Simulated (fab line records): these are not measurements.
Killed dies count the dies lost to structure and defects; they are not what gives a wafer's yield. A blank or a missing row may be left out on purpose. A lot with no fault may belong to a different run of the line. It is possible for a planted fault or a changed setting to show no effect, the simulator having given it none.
One fault through the eyes of 3 desks + flow n5 finfet + numbers are kept per desk, each desk with only its own; the story behind them comes last

THE TOOL OWNER'S DESK: rie si-04
The tool's own readings at N5_PMOS_HMC_CHANNEL_EPI_FIN_RECESS_16 (chemistry HBr/Cl2, target Si, target depth 54 nm, time 18 s): means of the sampled wafers that have a number, for each lot that ran on this tool. If a lot's mean is further than 4 standard deviations from the usual mean, the lot is out of limits and carries the mark OUT (the distance appears in the brackets).
Columns: A = HBr_flow_sccm at N5_PMOS_HMC_CHANNEL_EPI_FIN_RECESS_16, usual 150.0 sccm; B = drypump motor current A at N5_PMOS_HMC_CHANNEL_EPI_FIN_RECESS_16, usual 5.7 A; C = oes product au at N5_PMOS_HMC_CHANNEL_EPI_FIN_RECESS_16, usual 0.992 a.u.; D = throttle valve pct at N5_PMOS_HMC_CHANNEL_EPI_FIN_RECESS_16, usual 35.4 %
| lot  | first seen here | A     | B   | C     | D    |
|------|-----------------|-------|-----|-------|------|
| L653 | day 4 05:40     | 150.4 | 6.3 | 1.010 | 35.0 |
| L654 | day 4 11:37     | 149.9 | 6.0 | 1.015 | 35.4 |
| L666 | day 7 11:47     | 149.8 | 5.8 | 1.004 | 35.3 |
This desk's verdict: no lot among the 3 shows anything out of limits.

THE DEFECT DESK
Per lot, the means of the sampled wafers with a number show what the inspections along the route counted. If a lot's mean is further than 4 standard deviations from the usual mean, the lot is out of limits and carries the mark OUT (the distance appears in the brackets).
Columns: A = raw defect count at N5_PMOS_HMC_CHANNEL_EPI_INSPECT_11, usual 2.0
| lot  | first seen here | A   |
|------|-----------------|-----|
| L646 | day 2 11:04     | 2.0 |
| L648 | day 3 00:04     | 1.7 |
| L653 | day 4 05:11     | 1.3 |
| L654 | day 4 11:06     | 3.7 |
| L657 | day 5 05:28     | 3.0 |
| L661 | day 6 05:52     | 2.0 |
| L663 | day 6 17:21     | 1.7 |
| L664 | day 6 23:34     | 3.0 |
| L666 | day 7 11:17     | 1.0 |
This desk's verdict: no lot among the 9 shows anything out of limits.

THE METROLOGY DESK
Lot by lot, what the gauges showed, no matter which tool ran the lot: averages of those sampled wafers that carry a number. If a lot's mean is further than 4 standard deviations from the usual mean, the lot is out of limits and carries the mark OUT (the distance appears in the brackets). Shown are 7 of the 12 readings it has, namely the first that went out of limits plus those furthest out on some lot.
Columns: A = HMC_CMP_THK at N5_PMOS_HMC_CHANNEL_EPI_THK_MEAS_22, usual 53.6 nm; B = CJ_P at N5_BEOL_M4_RC_MEAS_101, usual 5.85; C = DIBL_P at N5_BEOL_M4_RC_MEAS_101, usual 37.0 mV/V; D = IOFF_N at N5_BEOL_M4_RC_MEAS_101, usual 0.17 nA/um; E = ION_N at N5_BEOL_M4_RC_MEAS_101, usual 673 uA/um; F = SS_N at N5_BEOL_M4_RC_MEAS_101, usual 71.7 mV/dec; G = SS_P at N5_BEOL_M4_RC_MEAS_101, usual 73.4 mV/dec
| lot  | first seen here | A               | B               | C    | D    | E   | F    | G    |
|------|-----------------|-----------------|-----------------|------|------|-----|------|------|
| L646 | day 2 13:23     | 53.1            | 5.98            | 36.1 | 0.15 | 669 | 71.5 | 73.1 |
| L648 | day 3 02:22     | 52.8            | 5.87            | 36.1 | 0.15 | 665 | 71.5 | 73.0 |
| L653 | day 4 07:53     | 57.7 (+4.7) OUT | 4.66 (-6.3) OUT | 36.6 | 0.13 | 655 | 71.0 | 73.7 |
| L654 | day 4 13:25     | 55.4            | 5.27            | 38.5 | 0.17 | 684 | 71.7 | 74.3 |
| L657 | day 5 07:45     | 54.4            | 5.75            | 37.7 | 0.16 | 673 | 71.7 | 74.3 |
| L661 | day 6 08:10     | 53.1            | 5.86            | 34.0 | 0.16 | 675 | 72.0 | 73.0 |
| L663 | day 6 19:54     | 54.1            | 5.66            | 33.7 | 0.14 | 675 | 71.0 | 73.1 |
| L664 | day 7 01:52     | 52.9            | 6.06            | 36.8 | 0.17 | 680 | 71.5 | 73.5 |
| L666 | day 7 13:35     | 54.4            | 5.66            | 35.8 | 0.15 | 674 | 71.8 | 73.3 |
This desk's result: L653 out of limits, first on L653 (HMC_CMP_THK at N5_PMOS_HMC_CHANNEL_EPI_THK_MEAS_22), day 4 07:53. In limits: L646, L648, L654, L657, L661, L663, L664, L666.

ALL TOGETHER
Metrology desk: alarm possible at day 4 07:53 on L653.
The tool owner's desk saw nothing out of limits.
Nothing the defect desk looked at was out of limits.
Tool owner's desk: L653 on record, inside its limits.
The defect desk has L653 on record, within its limits.
The lots listed all ran N5_PMOS_HMC_CHANNEL_EPI_FIN_RECESS_16 on rie si-04.

WHAT WAS PUT IN BY THE SIMULATOR
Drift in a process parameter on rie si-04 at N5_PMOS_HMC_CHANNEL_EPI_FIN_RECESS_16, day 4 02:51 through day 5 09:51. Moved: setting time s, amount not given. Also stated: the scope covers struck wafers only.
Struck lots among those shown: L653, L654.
Hours from the fault's start to each desk's first reading out of limits: the metrology desk, 5.
